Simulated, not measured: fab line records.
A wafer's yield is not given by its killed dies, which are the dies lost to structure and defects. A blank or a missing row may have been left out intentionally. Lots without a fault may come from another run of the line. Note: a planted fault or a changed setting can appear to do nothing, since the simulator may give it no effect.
The same fault as seen by 2 desks || flow n5_finfet || numbers are kept per desk, each desk with only its own; the story behind them comes last

METROLOGY DESK
Lot by lot, what the gauges showed, no matter which tool ran the lot: averages of those sampled wafers that carry a number. A lot is out of limits, marked OUT, if its mean lies more than 4 standard deviations from the usual mean; the brackets give that distance. Readings shown: 7 of its 10, picked as those furthest out on some lot.
Columns: A = DIBL_N at N5_BEOL_M4_RC_MEAS_101, usual 36.4 mV/V; B = DIBL_P at N5_BEOL_M4_RC_MEAS_101, usual 35.8 mV/V; C = IOFF_N at N5_BEOL_M4_RC_MEAS_101, usual 0.158 nA/um; D = ION_P at N5_BEOL_M4_RC_MEAS_101, usual 465 uA/um; E = SS_P at N5_BEOL_M4_RC_MEAS_101, usual 73.4 mV/dec; F = VT_N at N5_BEOL_M4_RC_MEAS_101, usual 249.8 mV; G = VT_P at N5_BEOL_M4_RC_MEAS_101, usual -250 mV
{"lot": "L902", "first seen here": "day 9 10:20", "A": 38.1, "B": 38.0, "C": 0.202, "D": 457, "E": 74.3, "F": 247.5, "G": -251}
{"lot": "L905", "first seen here": "day 9 17:47", "A": 36.8, "B": 37.3, "C": 0.152, "D": 445, "E": 73.5, "F": 251.6, "G": -255}
{"lot": "L906", "first seen here": "day 9 19:14", "A": 37.9, "B": 38.6, "C": 0.185, "D": 469, "E": 74.0, "F": 247.2, "G": -252}
{"lot": "L910", "first seen here": "day 11 02:13", "A": 35.9, "B": 35.2, "C": 0.146, "D": 465, "E": 73.3, "F": 252.8, "G": -248}
{"lot": "L912", "first seen here": "day 11 11:07", "A": 36.0, "B": 34.6, "C": 0.150, "D": 466, "E": 73.8, "F": 251.3, "G": -252}
{"lot": "L923", "first seen here": "day 14 17:02", "A": 36.5, "B": 36.5, "C": 0.155, "D": 470, "E": 73.5, "F": 250.5, "G": -250}
{"lot": "L922", "first seen here": "day 14 17:25", "A": 37.7, "B": 36.1, "C": 0.179, "D": 457, "E": 73.4, "F": 248.4, "G": -249}
{"lot": "L924", "first seen here": "day 14 22:58", "A": 36.5, "B": 37.3, "C": 0.152, "D": 461, "E": 73.5, "F": 251.1, "G": -249}
{"lot": "L925", "first seen here": "day 15 10:07", "A": 31.8, "B": 31.8, "C": 0.109, "D": 460, "E": 72.3, "F": 254.5, "G": -253}
This desk's finding: nothing out of limits on any of the 9 lots.

TOOL OWNER'S DESK, cmp-03
The tool's own readings at N5_GATE_CUT_CMP_23 (polishes, stops on SiO2, t overpolish 23.4 s, target thk 16 nm): means of the sampled wafers that have a number, for each lot that ran on this tool. A lot is out of limits, marked OUT, if its mean lies more than 4 standard deviations from the usual mean; the brackets give that distance.
Columns: A = motor_current_A at N5_GATE_CUT_CMP_23, usual 9.1 A; B = overpolish_run_s at N5_GATE_CUT_CMP_23, usual 23.400 s; C = time_to_endpoint_s at N5_GATE_CUT_CMP_23, usual 20.3 s
{"lot": "L905", "first seen here": "day 5 13:28", "A": 8.8, "B": 23.409, "C": 22.9}
{"lot": "L906", "first seen here": "day 5 14:19", "A": 9.2, "B": 23.404, "C": 19.9}
{"lot": "L910", "first seen here": "day 6 15:16", "A": 9.0, "B": 23.402, "C": "41.4 (+9.2) OUT"}
{"lot": "L912", "first seen here": "day 7 07:40", "A": 9.1, "B": 23.406, "C": "39.0 (+8.1) OUT"}
Finding of this desk: L910, L912 out of limits; the first was L910 at day 6 15:16, on time_to_endpoint_s at N5_GATE_CUT_CMP_23. L905, L906 stayed within limits.

TAKEN TOGETHER
An alarm could have come from the tool owner's desk at day 6 15:16, on L910, L912.
From the metrology desk's view, nothing was out of limits.
The metrology desk holds a record of L910, L912, inside its limits.
All the named lots went through N5_GATE_CUT_CMP_23 on cmp-03.

WHAT THE SIMULATOR HAD INSERTED
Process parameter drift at N5_GATE_CUT_CMP_23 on cmp-03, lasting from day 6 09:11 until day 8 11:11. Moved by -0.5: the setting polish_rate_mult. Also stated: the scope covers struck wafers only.
Struck lots among those shown: L910, L912.
Delay in hours, fault start to first out-of-limits reading, by desk: the tool owner's desk at 6.
